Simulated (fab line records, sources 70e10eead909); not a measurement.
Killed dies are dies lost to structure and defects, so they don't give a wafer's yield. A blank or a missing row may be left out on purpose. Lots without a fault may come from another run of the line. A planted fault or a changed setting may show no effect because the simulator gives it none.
Chamber matching | flow nand_harc | NHARC_A_STAIRCASE_DESCUM_443 on rie_diel-02: 4 sister chambers
The step chemistry O2, time 3 s. 4 wafers are shown with their chamber, then 11 later ones without.

WAFERS WITH THEIR CHAMBER
wafer  | chamber | drypump_motor_current_A (A)
L085.2 | 3       | 5.5
L085.6 | 1       | 5.8
L086.4 | 0       | 6.1
L090.1 | 2       | 6.4

WAFERS WITHOUT THEIR CHAMBER
wafer  | drypump_motor_current_A (A)
L090.2 | 5.5
L090.4 | 5.8
L092.1 | 6.2
L092.4 | 5.8
L092.5 | 5.5
L095.1 | 5.5
L095.2 | 5.8
L095.4 | 5.5
L096.2 | 6.1
L096.3 | 5.8
L096.6 | 6.1

WHICH CHAMBER EACH WENT THROUGH
wafer  | from the rows above | in truth
L090.2 | 3                   | 3
L090.4 | 1                   | 1
L092.1 | 0                   | 0
L092.4 | 1                   | 1
L092.5 | 3                   | 3
L095.1 | 3                   | 3
L095.2 | 1                   | 1
L095.4 | 3                   | 3
L096.2 | 0                   | 0
L096.3 | 1                   | 1
L096.6 | 0                   | 0
Placed correctly: 11 of 11. Can't be placed from these rows: 0. Placed wrongly: 0.
How it was worked out, from the rows above alone: a wafer's distance from a chamber is the root of the sum, over the readings, of the square of ((its reading less the chamber's mean) divided by the reading's scatter). The wafer belongs to the nearest chamber; if the next one is less than 2 further off, it can't be placed. A chamber's mean is the mean of its shown wafers. The scatter: with one shown wafer a chamber, the root of the mean of the squares of how far each hidden wafer lies from its nearest shown one.
